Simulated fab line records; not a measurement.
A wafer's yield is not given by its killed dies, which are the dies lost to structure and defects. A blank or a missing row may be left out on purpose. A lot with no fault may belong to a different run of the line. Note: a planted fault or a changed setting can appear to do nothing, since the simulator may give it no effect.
Chamber matching || flow n5 finfet || 4 sister chambers for N5_BEOL_M2_ETCHBACK_99 on rie diel-04
The step etches SiO2 in CHF3, target depth 5 nm, time 10.4 s. 16 wafers are shown with their chamber, then 8 later ones without.

== WAFERS WITH THEIR CHAMBER ==
{"wafer": "L074.2", "chamber": 0, "throttle valve pct (%)": 16.92, "rf vpp V (V)": 247.3, "showerhead plenum p Torr (Torr)": 2.20}
{"wafer": "L074.3", "chamber": 1, "throttle valve pct (%)": 16.65, "rf vpp V (V)": 242.1, "showerhead plenum p Torr (Torr)": 2.20}
{"wafer": "L074.4", "chamber": 3, "throttle valve pct (%)": 17.12, "rf vpp V (V)": 241.4, "showerhead plenum p Torr (Torr)": 2.21}
{"wafer": "L075.1", "chamber": 1, "throttle valve pct (%)": 16.64, "rf vpp V (V)": 241.6, "showerhead plenum p Torr (Torr)": 2.20}
{"wafer": "L075.4", "chamber": 2, "throttle valve pct (%)": 17.18, "rf vpp V (V)": 242.4, "showerhead plenum p Torr (Torr)": 2.18}
{"wafer": "L075.5", "chamber": 0, "throttle valve pct (%)": 16.95, "rf vpp V (V)": 246.9, "showerhead plenum p Torr (Torr)": 2.19}
{"wafer": "L080.3", "chamber": 3, "throttle valve pct (%)": 16.67, "rf vpp V (V)": 243.2, "showerhead plenum p Torr (Torr)": 2.20}
{"wafer": "L080.4", "chamber": 0, "throttle valve pct (%)": 16.96, "rf vpp V (V)": 245.5, "showerhead plenum p Torr (Torr)": 2.19}
{"wafer": "L080.5", "chamber": 1, "throttle valve pct (%)": 16.65, "rf vpp V (V)": 241.0, "showerhead plenum p Torr (Torr)": 2.19}
{"wafer": "L088.2", "chamber": 2, "throttle valve pct (%)": 17.26, "rf vpp V (V)": 242.6, "showerhead plenum p Torr (Torr)": 2.17}
{"wafer": "L088.5", "chamber": 3, "throttle valve pct (%)": 16.68, "rf vpp V (V)": 242.7, "showerhead plenum p Torr (Torr)": 2.20}
{"wafer": "L088.6", "chamber": 0, "throttle valve pct (%)": 16.98, "rf vpp V (V)": 246.3, "showerhead plenum p Torr (Torr)": 2.18}
{"wafer": "L089.1", "chamber": 3, "throttle valve pct (%)": 16.70, "rf vpp V (V)": 241.3, "showerhead plenum p Torr (Torr)": 2.20}
{"wafer": "L089.4", "chamber": 1, "throttle valve pct (%)": 16.70, "rf vpp V (V)": 241.8, "showerhead plenum p Torr (Torr)": 2.18}
{"wafer": "L089.6", "chamber": 2, "throttle valve pct (%)": 17.25, "rf vpp V (V)": 244.4, "showerhead plenum p Torr (Torr)": 2.17}
{"wafer": "L091.1", "chamber": 3, "throttle valve pct (%)": 16.72, "rf vpp V (V)": 241.7, "showerhead plenum p Torr (Torr)": 2.19}

SIGNATURES (means of the wafers above)
{"reading": "throttle valve pct", "chamber 0": 16.9525, "chamber 1": 16.6600, "chamber 2": 17.2300, "chamber 3": 16.7780, "scatter within a chamber": 0.114}
{"reading": "rf vpp V", "chamber 0": 246.500, "chamber 1": 241.625, "chamber 2": 243.133, "chamber 3": 242.060, "scatter within a chamber": 0.804}
{"reading": "showerhead plenum p Torr", "chamber 0": 2.1900, "chamber 1": 2.1925, "chamber 2": 2.1733, "chamber 3": 2.2000, "scatter within a chamber": 0.00786}
Rule: distance of a wafer from a chamber = root of the sum over the readings of ((wafer's reading minus chamber's mean) / reading's scatter) squared. If the next closest chamber is less than 2 further off than the closest, the wafer can't be placed; otherwise it belongs to the closest. How the scatter is found: for the shown wafers, subtract from each reading the mean of its chamber, square and add these, divide the total by (wafers less chambers), then take the root.

== WAFERS WITH NO CHAMBER GIVEN ==
{"wafer": "L091.2", "throttle valve pct (%)": 16.72, "rf vpp V (V)": 242.2, "showerhead plenum p Torr (Torr)": 2.18}
{"wafer": "L091.3", "throttle valve pct (%)": 17.24, "rf vpp V (V)": 244.1, "showerhead plenum p Torr (Torr)": 2.16}
{"wafer": "L093.1", "throttle valve pct (%)": 17.25, "rf vpp V (V)": 243.5, "showerhead plenum p Torr (Torr)": 2.16}
{"wafer": "L093.5", "throttle valve pct (%)": 16.99, "rf vpp V (V)": 246.0, "showerhead plenum p Torr (Torr)": 2.18}
{"wafer": "L093.6", "throttle valve pct (%)": 16.73, "rf vpp V (V)": 242.4, "showerhead plenum p Torr (Torr)": 2.19}
{"wafer": "L097.3", "throttle valve pct (%)": 17.28, "rf vpp V (V)": 243.0, "showerhead plenum p Torr (Torr)": 2.16}
{"wafer": "L097.4", "throttle valve pct (%)": 16.74, "rf vpp V (V)": 241.5, "showerhead plenum p Torr (Torr)": 2.19}
{"wafer": "L097.6", "throttle valve pct (%)": 17.02, "rf vpp V (V)": 246.7, "showerhead plenum p Torr (Torr)": 2.18}

== THE CHAMBER EACH PASSED THROUGH ==
{"wafer": "L091.2", "from the rows above": "can't be placed: 1 or 3", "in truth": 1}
{"wafer": "L091.3", "from the rows above": 2, "in truth": 2}
{"wafer": "L093.1", "from the rows above": 2, "in truth": 2}
{"wafer": "L093.5", "from the rows above": 0, "in truth": 0}
{"wafer": "L093.6", "from the rows above": "can't be placed: 1 or 3", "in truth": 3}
{"wafer": "L097.3", "from the rows above": 2, "in truth": 2}
{"wafer": "L097.4", "from the rows above": "can't be placed: 1 or 3", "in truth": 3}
{"wafer": "L097.6", "from the rows above": 0, "in truth": 0}
Correct placement for 5 of the 8. Unplaceable from these rows: 3, with the true chamber sitting among the candidates in 3. 0 placed wrongly.
